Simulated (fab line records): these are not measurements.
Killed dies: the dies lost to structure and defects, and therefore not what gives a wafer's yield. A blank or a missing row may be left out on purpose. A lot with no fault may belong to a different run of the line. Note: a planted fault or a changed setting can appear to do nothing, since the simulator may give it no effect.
fab line records | flow n5Finfet
record lots=24 wafers=72 lastDay=18
route steps=1938 shown BEOL_M7@1319 BEOL_M8@1348
lots with no fault: from the same line, run without faults
startH: hours from the record's first day to the start of the lot's first wafer shown | waitH: hours from the lot's prior step to this one | " same as the row above | L1.1+2: a single row standing in for several wafers | - no value present, or no start provided | * or withheld: withheld | < > ~ a bound
route shown NAME@n: NAME is a module with steps in the file, n the number in the route of the first one | usual: average and standard deviation across the fault-free wafers | same: alike in all rows | chamber/n: place in a boat | sites: per-site readings | _std_site: the standard deviation of these | _edge_site: inner sites' mean taken away from outer sites' mean | radiusMm: for every site, how far away it sits from the centre of the wafer | mask NAME#n: copy n | behind: the most recent tool/chamber to have shaped the wafer | hold: why the lot was held/for how many hours/how that ended | device: names the non-switching transistor (n, p or np) | end of line: tests run on the same wafers once the route is complete | a step without rows: its recipe alone | killed: dies lost to structure and defects at the first sort, not the wafer's yield | map: shows each die of a wafer: x if killed, . if not, _ if none is there
set.NAME: the setting as run; set.NAME@STEP: as run at that earlier step | model.NAME: the simulator's own value behind a step, which no gauge read
route steps across a sampled set of lots; one table per step, one row per wafer
services: when a tool's chamber went out of use (startH, in hours from the record's first day, below 0 if earlier), for how many hours, and the reason
## steps
# step N5_BEOL_M7_PRE_CLEAN_45
# recipe gas=H2/He timeS=30 tempC=250
# usual heaterPowerW=299/36
# same timeS=30
# columns lot.wafer tool chamber startH waitH heaterPowerW
L074.2 pvdSputter-03 - 194.04 0.0 290
L074.3 " - " " 326
L074.4 " - " " 304
L075.1 pvdSputter-03 - 206.51 0.0 288
L075.2 " - " " 264
L075.5 " - " " 291
L076.2 pvdSputter-01 - 214.78 0.0 365
L076.4 " - " " 258
L076.5 " - " " 251
L077.3 pvdSputter-03 - 219.33 0.0 284
L077.5 " - " " 288
L077.6 " - " " 265
L078.1 pvdSputter-02 - 223.45 0.0 303
L078.4 " - " " 336
L078.5 " - " " 332
L079.1 pvdSputter-01 - 232.43 0.0 369
L079.3 " - " " 312
L079.5 " - " " 264
L080.2 pvdSputter-01 - 238.25 0.0 314
L080.5 " - " " 323
L080.6 " - " " 371
L081.1 pvdSputter-02 - 243.29 0.0 340
L081.2 " - " " 301
L081.3 " - " " 307
L084.1 pvdSputter-02 - 245.47 0.0 340
L084.3 " - " " 340
L084.6 " - " " 331
L082.1 pvdSputter-01 - 249.59 0.0 253
L082.3 " - " " 318
L082.5 " - " " 369
L083.2 pvdSputter-03 - 259.50 0.0 294
L083.5 " - " " 320
L083.6 " - " " 293
L086.3 pvdSputter-01 - 268.93 0.0 320
L086.4 " - " " 367
L086.5 " - " " 269
L085.2 pvdSputter-02 - 269.15 0.0 336
L085.5 " - " " 329
L085.6 " - " " 322
L087.1 pvdSputter-01 - 283.19 0.0 364
L087.4 " - " " 260
L087.5 " - " " 370
L088.2 pvdSputter-01 - 285.80 0.0 381
L088.3 " - " " 242
L088.5 " - " " 260
L090.1 pvdSputter-01 - 291.26 0.0 263
L090.2 " - " " 367
L090.3 " - " " 318
L089.1 pvdSputter-01 - 291.42 0.0 315
L089.2 " - " " 250
L089.4 " - " " 371
L092.4 pvdSputter-01 - 304.83 0.0 316
L092.5 " - " " 244
L092.6 " - " " 321
L095.1 pvdSputter-03 - 312.42 0.0 261
L095.2 " - " " 322
L095.3 " - " " 294
L093.1 pvdSputter-01 - 316.79 0.0 261
L093.4 " - " " 246
L093.6 " - " " 249
L094.1 pvdSputter-03 - 322.69 0.0 260
L094.2 " - " " 286
L094.3 " - " " 299
L096.1 pvdSputter-02 - 327.23 0.0 318
L096.3 " - " " 333
L096.4 " - " " 330
L097.1 pvdSputter-03 - 332.85 0.0 299
L097.3 " - " " 285
L097.6 " - " " 288
L091.3 pvdSputter-03 - 344.85 0.0 315
L091.4 " - " " 287
L091.6 " - " " 300
# step N5_BEOL_M7_ALD_77
# recipe material=TaN targetThkA=20 tempC=275 aldPrecursorFamily=PDMAT aldCoReactant=NH3 pressureTorr=3 carrierFlowSccm=1500 pulseTimeS=2 purgeTimeS=3 coReactantPurgeTimeS=2 coReactantPulseTimeS=3 aldCycles=40 precursorVesselTempC=75 precursorVesselPressureTorr=26.25 precursorVesselCarrierSccm=1000
# usual chamberPressureTorr=3.000/0.0071 heaterPowerW=435/38 precursorVesselTempC=74.99/0.12
# columns lot.wafer tool chamber startH waitH chamberPressureTorr heaterPowerW precursorVesselTempC
L074.2 aldMetal-03 1 194.10 0.0 2.996 405 74.85
L074.3 " 2 " " 2.995 455 75.16
L074.4 " 3 " " 3.000 391 74.99
L075.1 aldMetal-01 1 206.59 0.1 3.008 467 75.07
L075.2 " 3 " " 3.008 476 74.94
L075.5 " 2 " " 2.998 371 75.03
L076.2 aldMetal-04 3 214.93 0.1 2.990 420 74.96
L076.4 " 1 " " 2.994 472 74.93
L076.5 " 3 " " 3.002 416 74.99
L077.3 aldMetal-03 3 219.39 0.0 3.005 392 74.98
L077.5 " 0 " " 2.992 441 74.75
L077.6 " 1 " " 3.004 397 75.02
L078.1 aldMetal-03 3 223.74 0.3 2.994 395 74.90
L078.4 " 1 " " 3.015 386 75.19
L078.5 " 1 " " 3.013 381 75.11
L079.1 aldMetal-03 3 232.49 0.0 2.998 399 74.95
L079.3 " 1 " " 2.995 402 75.03
L079.5 " 2 " " 3.000 448 75.10
L080.2 aldMetal-01 1 238.31 0.0 2.995 474 75.11
L080.5 " 1 " " 3.000 476 74.92
L080.6 " 2 " " 3.004 365 75.07
L081.1 aldMetal-03 1 243.37 0.1 3.002 391 74.97
L081.2 " 0 " " 2.992 430 75.03
L081.3 " 2 " " 2.989 464 75.00
L084.1 aldMetal-04 1 245.53 0.0 2.983 463 75.08
L084.3 " 3 " " 2.994 425 74.90
L084.6 " 2 " " 3.002 428 74.87
L082.1 aldMetal-01 3 249.71 0.1 3.009 473 74.87
L082.3 " 0 " " 3.010 427 74.99
L082.5 " 2 " " 2.995 366 74.80
L083.2 aldMetal-01 1 259.56 0.0 2.997 469 74.97
L083.5 " 1 " " 3.003 475 75.18
L083.6 " 2 " " 3.006 359 74.90
L086.3 aldMetal-04 0 269.01 0.1 2.992 458 74.82
L086.4 " 3 " " 2.994 428 75.11
L086.5 " 0 " " 3.002 457 75.06
L085.2 aldMetal-01 2 269.21 0.0 2.997 364 75.06
L085.5 " 1 " " 2.999 473 74.86
L085.6 " 2 " " 3.017 370 74.96
L087.1 aldMetal-03 1 283.25 0.0 3.005 397 75.10
L087.4 " 2 " " 2.991 458 75.19
L087.5 " 2 " " 3.001 450 75.13
L088.2 aldMetal-01 2 285.86 0.0 2.998 352 75.28
L088.3 " 1 " " 3.004 481 74.85
L088.5 " 1 " " 2.991 478 75.23
L090.1 aldMetal-01 2 291.42 0.1 3.004 375 74.84
L090.2 " 1 " " 3.001 473 74.93
L090.3 " 3 " " 2.995 482 75.17
L089.1 aldMetal-01 3 291.71 0.3 2.996 482 74.82
L089.2 " 0 " " 2.990 427 75.12
L089.4 " 2 " " 3.002 367 74.85
L092.4 aldMetal-03 1 304.89 0.0 2.993 393 74.90
L092.5 " 3 " " 2.987 405 74.94
L092.6 " 2 " " 3.003 453 75.18
L095.1 aldMetal-04 2 312.50 0.1 3.000 456 75.16
L095.2 " 1 " " 2.997 473 74.96
L095.3 " 0 " " 3.001 475 74.98
L093.1 aldMetal-04 2 316.97 0.2 2.999 435 75.14
L093.4 " 1 " " 3.000 451 75.08
L093.6 " 0 " " 2.998 468 74.83
L094.1 aldMetal-01 2 322.98 0.3 3.009 371 74.96
L094.2 " 0 " " 3.005 428 75.14
L094.3 " 1 " " 3.002 488 74.87
L096.1 aldMetal-01 3 327.32 0.1 3.009 487 75.06
L096.3 " 0 " " 2.996 429 74.99
L096.4 " 2 " " 2.988 367 74.66
L097.1 aldMetal-03 2 332.91 0.0 2.988 455 75.04
L097.3 " 3 " " 3.003 389 75.01
L097.6 " 2 " " 3.010 471 74.80
L091.3 aldMetal-04 1 344.91 0.0 2.991 465 74.89
L091.4 " 2 " " 2.996 449 75.01
L091.6 " 2 " " 2.999 447 75.11
# step N5_BEOL_M8_DESCUM_16
# recipe chemistry=O2 timeS=7.9 sourcePowerW=50 biasPowerW=20 pressureMtorr=20 rfFrequencyHz=2.712e+07 tempC=40 resist=CAR-ArF o2FlowSccm=225
# usual drypumpMotorCurrentA=5.8/0.43 oesProductAu=0.79/0.08 rfVppV=243.5/1.6 showerheadPlenumPTorr=2.11/0.085 throttleValvePct=20.39/0.23
# same timeS=7.9
# columns lot.wafer tool chamber startH waitH drypumpMotorCurrentA oesProductAu rfHoursCounterH rfVppV showerheadPlenumPTorr throttleValvePct
L074.2 rieDiel-01 3 199.03 0.4 6.2 0.76 138 244.4 2.19 20.45
L074.3 " 1 " " 5.6 0.84 63 246.5 2.20 20.14
L074.4 " 3 " " 6.2 0.76 - 245.7 2.19 20.44
L075.1 rieDiel-01 1 211.87 0.5 5.6 0.83 67 244.3 2.20 20.16
L075.2 " 2 " " 5.0 0.69 243 243.8 2.15 20.81
L075.5 " 1 " " 5.6 0.83 - 244.9 2.20 20.14
L076.2 rieDiel-06 0 219.33 0.4 5.7 0.88 35 242.3 2.04 20.24
L076.4 " 2 " " 5.4 0.73 188 245.4 2.17 20.83
L076.5 " 1 " " 5.0 0.89 - 242.3 2.03 20.16
L077.3 rieDiel-06 2 223.72 0.0 5.4 0.73 189 244.3 2.17 20.83
L077.5 " 2 " " 5.4 0.73 - 243.8 2.17 20.84
L077.6 " 1 " " 5.0 0.88 - 241.3 2.03 20.17
L078.1 rieDiel-01 0 229.93 0.1 5.6 0.72 200 242.3 1.99 20.62
L078.4 " 1 " " 5.6 0.83 73 245.8 2.20 20.17
L078.5 " 2 " " 5.1 0.68 - 242.9 2.14 20.81
L079.1 rieDiel-06 2 238.13 0.0 5.5 0.72 193 245.4 2.16 20.84
L079.3 " 3 " " 6.4 0.75 151 242.6 2.08 20.67
L079.5 " 3 " " 6.4 0.75 - 243.3 2.08 20.69
L080.2 rieDiel-06 2 242.76 0.8 5.4 0.72 195 244.0 2.16 20.84
L080.5 " 2 " " 5.4 0.73 - 244.3 2.16 20.84
L080.6 " 1 " " 5.0 0.87 - 241.5 2.03 20.17
L081.1 rieDiel-01 0 248.42 0.2 5.6 0.70 209 242.3 1.98 20.64
L081.2 " 1 " " 5.6 0.81 83 245.1 2.19 20.19
L081.3 " 3 " " 6.2 0.75 160 243.0 2.18 20.45
L084.1 rieDiel-01 3 249.56 0.7 6.2 0.74 161 243.2 2.18 20.47
L084.3 " 0 " " 5.6 0.71 210 243.9 1.98 20.63
L084.6 " 0 " " 5.6 0.71 - 240.8 1.98 20.65
L082.1 rieDiel-01 1 256.24 1.6 5.6 0.81 88 245.3 2.19 20.19
L082.3 " 0 " " 5.6 0.71 - 241.9 1.98 20.63
L082.5 " 0 " " 5.6 0.71 - 241.6 1.98 20.64
L083.2 rieDiel-06 3 263.52 0.5 6.4 0.75 162 241.1 2.08 20.69
L083.5 " 1 " " 5.0 0.86 - 241.1 2.03 20.19
L083.6 " 0 " " 5.7 0.87 - 242.7 2.04 20.26
L086.3 rieDiel-01 2 273.49 0.0 5.0 0.99 2 243.5 2.14 20.40
L086.4 " 0 " " 5.6 0.70 223 240.1 1.98 20.65
L086.5 " 1 " " 5.6 0.80 - 245.3 2.19 20.21
L085.2 rieDiel-06 3 273.75 0.1 6.4 0.75 166 242.7 2.08 20.69
L085.5 " 2 " " 5.4 0.71 - 245.3 2.16 20.87
L085.6 " 3 " " 6.4 0.74 - 242.9 2.08 20.70
L087.1 rieDiel-01 0 289.50 0.7 5.6 0.70 230 241.3 1.97 20.67
L087.4 " 2 " " 5.0 0.95 7 245.3 2.14 20.39
L087.5 " 0 " " 5.6 0.69 - 243.1 1.97 20.65
L088.2 rieDiel-02 2 290.89 0.3 6.1 0.75 149 244.9 2.19 20.39
L088.3 " 3 " " 5.9 0.72 172 242.1 2.00 20.31
L088.5 " 3 " " 5.9 0.72 - 242.6 2.00 20.29
L090.1 rieDiel-02 2 297.00 0.0 6.1 0.74 150 244.7 2.19 20.39
L090.2 " 3 " " 5.9 0.73 174 242.1 2.00 20.31
L090.3 " 1 " " 6.5 0.98 1 244.5 2.14 20.17
L089.1 rieDiel-02 0 297.48 0.3 5.5 0.89 37 246.0 2.22 20.09
L089.2 " 1 " " 6.5 0.98 1 243.7 2.14 20.16
L089.4 " 3 " " 5.9 0.72 174 241.2 2.00 20.30
L092.4 rieDiel-01 0 308.44 0.0 5.7 0.69 236 242.1 1.97 20.68
L092.5 " 0 " " 5.7 0.69 - 241.5 1.97 20.68
L092.6 " 1 " " 5.6 0.78 - 244.4 2.18 20.23
L095.1 rieDiel-06 1 316.02 0.2 5.0 0.84 59 242.0 2.02 20.21
L095.2 " 0 " " 5.7 0.83 74 242.5 2.03 20.29
L095.3 " 3 " " 6.4 0.73 182 242.8 2.07 20.74
L093.1 rieDiel-02 1 320.64 0.0 6.5 0.93 9 244.8 2.14 20.18
L093.4 " 3 " " 5.9 0.71 181 242.9 2.00 20.32
L093.6 " 0 " " 5.5 0.87 - 244.7 2.21 20.11
L094.1 rieDiel-02 1 328.01 0.0 6.5 0.94 12 243.8 2.14 20.17
L094.2 " 0 " " 5.5 0.87 46 245.3 2.21 20.10
L094.3 " 3 " " 5.8 0.71 183 241.3 2.00 20.31
L096.1 rieDiel-02 0 332.36 0.0 5.5 0.87 48 245.4 2.21 20.10
L096.3 " 3 " " 5.9 0.71 184 241.3 1.99 20.31
L096.4 " 2 " " 6.1 0.74 162 243.7 2.18 20.41
L097.1 rieDiel-02 2 336.60 0.3 6.1 0.73 164 244.6 2.18 20.41
L097.3 " 1 " " 6.5 0.92 15 244.0 2.14 20.19
L097.6 " 2 " " 6.1 0.73 - 245.3 2.18 20.42
L091.3 rieDiel-02 0 348.86 0.1 5.5 0.86 54 245.0 2.21 20.12
L091.4 " 3 " " 5.9 0.71 192 241.0 1.99 20.33
L091.6 " 1 " " 6.5 0.90 - 243.1 2.14 20.20
# step N5_BEOL_M8_STRIP_19
# recipe chemistry=O2 powerW=400 tempC=40 pressureMtorr=30 rfFrequencyHz=6e+07 biasPowerW=0 overashFraction=0.2 o2FlowSccm=225
# usual drypumpMotorCurrentA=5.8/0.44 oesProductAu=0.78/0.08 rfVppV=3.7/0.61 showerheadPlenumPTorr=2.12/0.081 throttleValvePct=16.67/0.25
# columns lot.wafer tool chamber startH waitH drypumpMotorCurrentA oesProductAu rfHoursCounterH rfVppV showerheadPlenumPTorr throttleValvePct
L074.2 rieDiel-06 2 199.54 0.2 5.4 0.74 181 2.9 2.17 17.06
L074.3 " 1 " " 5.0 0.90 23 3.2 2.04 16.40
L074.4 " 0 " " 5.8 0.90 29 2.9 2.05 16.43
L075.1 rieDiel-02 2 212.26 0.1 6.1 0.76 124 3.5 2.20 16.57
L075.2 " 1 " " 6.5 0.70 233 3.6 2.15 16.81
L075.5 " 1 " " 6.5 0.69 - 3.4 2.15 16.82
L076.2 rieDiel-02 0 219.72 0.1 5.5 0.94 13 3.9 2.23 16.27
L076.4 " 3 " " 5.9 0.73 150 3.5 2.01 16.55
L076.5 " 2 " " 6.1 0.76 - 5.6 2.20 16.61
L077.3 rieDiel-01 0 224.12 0.1 5.6 0.72 197 4.0 1.99 16.89
L077.5 " 2 " " 5.0 0.69 - 4.6 2.15 17.07
L077.6 " 3 " " 6.2 0.74 - 3.8 2.19 16.71
L078.1 rieDiel-02 2 230.33 0.1 6.1 0.77 130 2.9 2.20 16.60
L078.4 " 3 " " 5.9 0.73 153 4.9 2.01 16.54
L078.5 " 3 " " 5.9 0.73 - 3.0 2.01 16.55
L079.1 rieDiel-02 2 238.60 0.2 6.1 0.75 133 4.0 2.20 16.60
L079.3 " 0 " " 5.5 0.91 19 3.2 2.23 16.27
L079.5 " 0 " " 5.5 0.93 - 3.3 2.23 16.28
L080.2 rieDiel-01 0 243.62 0.6 5.6 0.72 206 4.4 1.99 16.90
L080.5 " 0 " " 5.7 0.71 - 3.9 1.99 16.90
L080.6 " 3 " " 6.2 0.74 - 4.5 2.18 16.71
L081.1 rieDiel-06 2 248.97 0.3 5.5 0.71 198 3.0 2.17 17.08
L081.2 " 0 " " 5.7 0.87 46 2.7 2.04 16.47
L081.3 " 1 " " 5.0 0.86 40 4.3 2.03 16.43
L084.1 rieDiel-01 1 250.02 0.1 5.6 0.82 84 3.5 2.20 16.43
L084.3 " 3 " " 6.2 0.74 161 4.1 2.18 16.73
L084.6 " 1 " " 5.6 0.81 - 3.7 2.20 16.45
L082.1 rieDiel-06 0 256.79 0.1 5.7 0.88 51 4.4 2.04 16.50
L082.3 " 2 " " 5.4 0.73 203 4.3 2.17 17.10
L082.5 " 2 " " 5.5 0.72 - 3.4 2.16 17.09
L083.2 rieDiel-01 1 263.90 0.1 5.6 0.80 93 3.2 2.19 16.45
L083.5 " 0 " " 5.6 0.70 - 4.1 1.98 16.94
L083.6 " 3 " " 6.2 0.74 - 3.1 2.18 16.73
L086.3 rieDiel-01 0 273.88 0.1 5.6 0.69 224 3.8 1.98 16.94
L086.4 " 3 " " 6.2 0.74 167 2.7 2.18 16.74
L086.5 " 3 " " 6.2 0.73 - 3.9 2.18 16.73
L085.2 rieDiel-06 0 274.17 0.1 5.8 0.86 58 3.1 2.04 16.48
L085.5 " 0 " " 5.8 0.86 - 3.3 2.04 16.50
L085.6 " 2 " " 5.5 0.71 - 3.0 2.16 17.11
L087.1 rieDiel-02 3 289.89 0.1 5.9 0.73 171 4.3 2.00 16.58
L087.4 " 0 " " 5.5 0.89 - 3.8 2.22 16.31
L087.5 " 2 " " 6.1 0.73 - 4.2 2.19 16.61
L088.2 rieDiel-06 0 291.28 0.1 5.7 0.85 66 4.3 2.04 16.50
L088.3 " 1 " " 5.0 0.85 50 3.0 2.03 16.43
L088.5 " 1 " " 5.0 0.85 - 4.8 2.03 16.43
L090.1 rieDiel-06 3 297.42 0.1 6.4 0.74 176 4.3 2.08 16.95
L090.2 " 2 " " 5.5 0.70 221 3.5 2.16 17.12
L090.3 " 0 " " 5.7 0.85 68 3.3 2.04 16.51
L089.1 rieDiel-06 2 297.97 0.2 5.5 0.70 221 4.5 2.16 17.14
L089.2 " 3 " " 6.4 0.73 176 4.2 2.08 16.96
L089.4 " 1 " " 5.0 0.86 52 4.1 2.03 16.46
L092.4 rieDiel-06 1 308.90 0.1 5.0 0.85 56 3.8 2.03 16.44
L092.5 " 2 " " 5.4 0.70 - 4.6 2.16 17.13
L092.6 " 1 " " 5.0 0.85 - 4.4 2.03 16.46
L095.1 rieDiel-01 2 316.55 0.2 5.0 0.92 17 3.1 2.14 16.62
L095.2 " 0 " " 5.7 0.69 240 4.0 1.98 16.99
L095.3 " 3 " " 6.2 0.72 182 4.4 2.18 16.76
L093.1 rieDiel-02 0 321.03 0.1 5.5 0.88 45 4.8 2.22 16.31
L093.4 " 2 " " 6.1 0.75 159 3.6 2.19 16.64
L093.6 " 1 " " 6.5 0.94 - 3.2 2.14 16.39
L094.1 rieDiel-02 3 328.39 0.1 5.9 0.72 183 3.8 2.00 16.60
L094.2 " 1 " " 6.5 0.94 12 3.0 2.14 16.41
L094.3 " 0 " " 5.5 0.87 47 3.5 2.22 16.33
L096.1 rieDiel-02 3 332.75 0.1 5.9 0.71 185 3.8 2.00 16.60
L096.3 " 0 " " 5.5 0.87 48 3.1 2.22 16.33
L096.4 " 1 " " 6.5 0.92 13 4.2 2.14 16.40
L097.1 rieDiel-01 0 337.06 0.2 5.6 0.68 246 4.4 1.97 16.99
L097.3 " 1 " " 5.6 0.78 118 3.6 2.18 16.50
L097.6 " 3 " " 6.2 0.72 - 3.5 2.17 16.78
L091.3 rieDiel-02 0 349.26 0.1 5.5 0.87 55 4.5 2.21 16.36
L091.4 " 2 " " 6.1 0.73 170 3.6 2.19 16.65
L091.6 " 1 " " 6.5 0.91 - 3.1 2.14 16.42
# step N5_BEOL_M8_INSPECT_30
# recipe mode=adi inspectInstrument=brightfield
# usual rawDefectCount=424/110
# columns lot.wafer tool chamber startH waitH rawDefectCount
L074.2 defectInspect-02 - 200.61 0.0 406
L074.3 " - " " 461
L074.4 " - " " 325
L075.1 defectInspect-01 - 214.60 0.1 500
L075.2 " - " " 464
L075.5 " - " " 574
L076.2 defectInspect-02 - 222.26 0.0 606
L076.4 " - " " 500
L076.5 " - " " 495
L077.3 defectInspect-02 - 225.57 0.0 294
L077.5 " - " " 380
L077.6 " - " " 381
L078.1 defectInspect-02 - 230.92 0.1 338
L078.4 " - " " 446
L078.5 " - " " 318
L079.1 defectInspect-01 - 239.09 0.1 392
L079.3 " - " " 345
L079.5 " - " " 424
L080.2 defectInspect-01 - 244.74 0.0 421
L080.5 " - " " 383
L080.6 " - " " 406
L081.1 defectInspect-01 - 249.56 0.1 311
L081.2 " - " " 306
L081.3 " - " " 283
L084.1 defectInspect-01 - 251.03 0.1 497
L084.3 " - " " 496
L084.6 " - " " 355
L082.1 defectInspect-02 - 258.52 0.1 583
L082.3 " - " " 993
L082.5 " - " " 461
L083.2 defectInspect-01 - 265.69 0.0 522
L083.5 " - " " 336
L083.6 " - " " 443
L086.3 defectInspect-02 - 274.48 0.0 424
L086.4 " - " " 458
L086.5 " - " " 470
L085.2 defectInspect-01 - 277.02 0.0 421
L085.5 " - " " 458
L085.6 " - " " 460
L087.1 defectInspect-02 - 290.36 0.1 430
L087.4 " - " " 645
L087.5 " - " " 499
L088.2 defectInspect-01 - 291.96 0.0 358
L088.3 " - " " 504
L088.5 " - " " 405
L090.1 defectInspect-01 - 298.07 0.1 352
L090.2 " - " " 360
L090.3 " - " " 358
L089.1 defectInspect-01 - 299.78 0.1 363
L089.2 " - " " 474
L089.4 " - " " 404
L092.4 defectInspect-02 - 311.16 0.0 415
L092.5 " - " " 481
L092.6 " - " " 481
L095.1 defectInspect-02 - 317.27 0.1 288
L095.2 " - " " 368
L095.3 " - " " 370
L093.1 defectInspect-01 - 321.50 0.1 315
L093.4 " - " " 355
L093.6 " - " " 299
L094.1 defectInspect-01 - 328.95 0.1 610
L094.2 " - " " 553
L094.3 " - " " 427
L096.1 defectInspect-01 - 333.37 0.1 465
L096.3 " - " " 410
L096.4 " - " " 467
L097.1 defectInspect-01 - 337.53 0.1 340
L097.3 " - " " 423
L097.6 " - " " 311
L091.3 defectInspect-02 - 351.36 0.0 340
L091.4 " - " " 359
L091.6 " - " " 437
# step N5_BEOL_M8_CURE_75
# recipe tempC=370 timeS=120 ambient=DMADMS/He material=SiCOH_lowk
# usual lampPowerPct=52.31/0.055 wafer_temp_C_max=371.8/0.57
# same timeS=120
# columns lot.wafer tool chamber startH waitH lampPowerPct wafer_temp_C_max
L074.2 uvCure-01 0 201.53 0.3 52.18 373.1
L074.3 " 0 " " 52.28 371.9
L074.4 " 0 " " 52.28 371.8
L075.1 uvCure-03 1 216.04 0.0 52.27 372.5
L075.2 " 1 " " 52.35 372.5
L075.5 " 1 " " 52.37 372.5
L076.2 uvCure-03 1 222.97 0.1 52.30 372.7
L076.4 " 1 " " 52.35 371.9
L076.5 " 1 " " 52.27 372.6
L077.3 uvCure-03 0 226.67 0.1 52.28 371.0
L077.5 " 0 " " 52.37 370.9
L077.6 " 0 " " 52.31 371.6
L078.1 uvCure-02 1 231.58 0.0 52.34 371.2
L078.4 " 1 " " 52.34 371.5
L078.5 " 1 " " 52.35 371.7
L079.1 uvCure-01 0 239.75 0.0 52.35 372.2
L079.3 " 0 " " 52.35 371.8
L079.5 " 0 " " 52.27 372.0
L080.2 uvCure-03 2 246.45 0.1 52.38 371.4
L080.5 " 2 " " 52.38 372.1
L080.6 " 2 " " 52.34 371.5
L081.1 uvCure-02 2 250.69 0.0 52.38 371.8
L081.2 " 2 " " 52.32 371.8
L081.3 " 2 " " 52.27 372.0
L084.1 uvCure-01 2 252.44 0.0 52.33 371.4
L084.3 " 2 " " 52.36 371.4
L084.6 " 2 " " 52.31 371.2
L082.1 uvCure-03 1 259.20 0.0 52.26 372.3
L082.3 " 1 " " 52.35 372.1
L082.5 " 1 " " 52.31 372.2
L083.2 uvCure-03 0 266.97 0.1 52.32 371.5
L083.5 " 0 " " 52.31 371.2
L083.6 " 0 " " 52.29 371.5
L086.3 uvCure-01 2 275.24 0.1 52.41 371.1
L086.4 " 2 " " 52.42 371.2
L086.5 " 2 " " 52.25 371.3
L085.2 uvCure-01 2 277.89 0.1 52.31 370.8
L085.5 " 2 " " 52.29 371.5
L085.6 " 2 " " 52.39 371.5
L087.1 uvCure-03 1 291.02 0.0 52.32 371.9
L087.4 " 1 " " 52.26 372.2
L087.5 " 1 " " 52.29 372.4
L088.2 uvCure-02 2 293.11 0.1 52.26 371.2
L088.3 " 2 " " 52.20 370.8
L088.5 " 2 " " 52.38 371.7
L090.1 uvCure-01 0 298.89 0.0 52.30 371.8
L090.2 " 0 " " 52.30 372.9
L090.3 " 0 " " 52.33 372.6
L089.1 uvCure-03 1 300.44 0.0 52.28 372.5
L089.2 " 1 " " 52.34 371.8
L089.4 " 1 " " 52.33 371.6
L092.4 uvCure-02 0 312.34 0.3 52.41 371.2
L092.5 " 0 " " 52.37 371.3
L092.6 " 0 " " 52.36 371.8
L095.1 uvCure-02 0 317.94 0.0 52.28 371.6
L095.2 " 0 " " 52.41 372.1
L095.3 " 0 " " 52.31 371.7
L093.1 uvCure-03 0 322.16 0.0 52.40 371.5
L093.4 " 0 " " 52.23 371.6
L093.6 " 0 " " 52.28 371.1
L094.1 uvCure-03 0 329.61 0.0 52.39 371.5
L094.2 " 0 " " 52.30 371.2
L094.3 " 0 " " 52.24 371.2
L096.1 uvCure-03 0 334.06 0.0 52.28 371.6
L096.3 " 0 " " 52.31 371.4
L096.4 " 0 " " 52.27 371.1
L097.1 uvCure-02 1 338.52 0.0 52.37 371.4
L097.3 " 1 " " 52.31 371.3
L097.6 " 1 " " 52.28 371.6
L091.3 uvCure-01 0 353.12 0.1 52.38 372.4
L091.4 " 0 " " 52.24 372.4
L091.6 " 0 " " 52.38 372.5
## services
# columns tool chamber startH hours kind
aldMetal-04 3 172.03 16.8 repair
rieDiel-01 2 185.30 17.7 repair
uvCure-03 - 194.90 7.5 pm
rieDiel-02 1 195.81 5.5 repair
rieDiel-02 3 198.03 6.0 repair
uvCure-02 - 200.93 1.8 repair
aldMetal-03 - 206.57 4.3 pm
aldMetal-01 0 211.37 11.5 repair
aldMetal-01 1 217.23 12.6 repair
rieDiel-02 - 241.53 15.6 pm
aldMetal-04 - 264.02 2.8 pm
aldMetal-01 0 264.08 25.0 repair
rieDiel-06 1 266.28 23.2 repair
uvCure-01 - 272.45 1.2 repair
rieDiel-02 1 277.02 - clean
rieDiel-02 1 277.02 - consumableReplace:focusRing
rieDiel-02 1 277.02 15.9 scheduledDown
aldMetal-03 - 290.88 8.7 pm
uvCure-01 - 301.21 7.1 pm
uvCure-01 - 315.45 0.8 repair
uvCure-02 - 320.65 1.0 pm
uvCure-02 - 335.99 0.7 repair
aldMetal-03 - 337.25 14.0 pm
pvdSputter-03 - 340.49 2.0 repair
## key
fault none
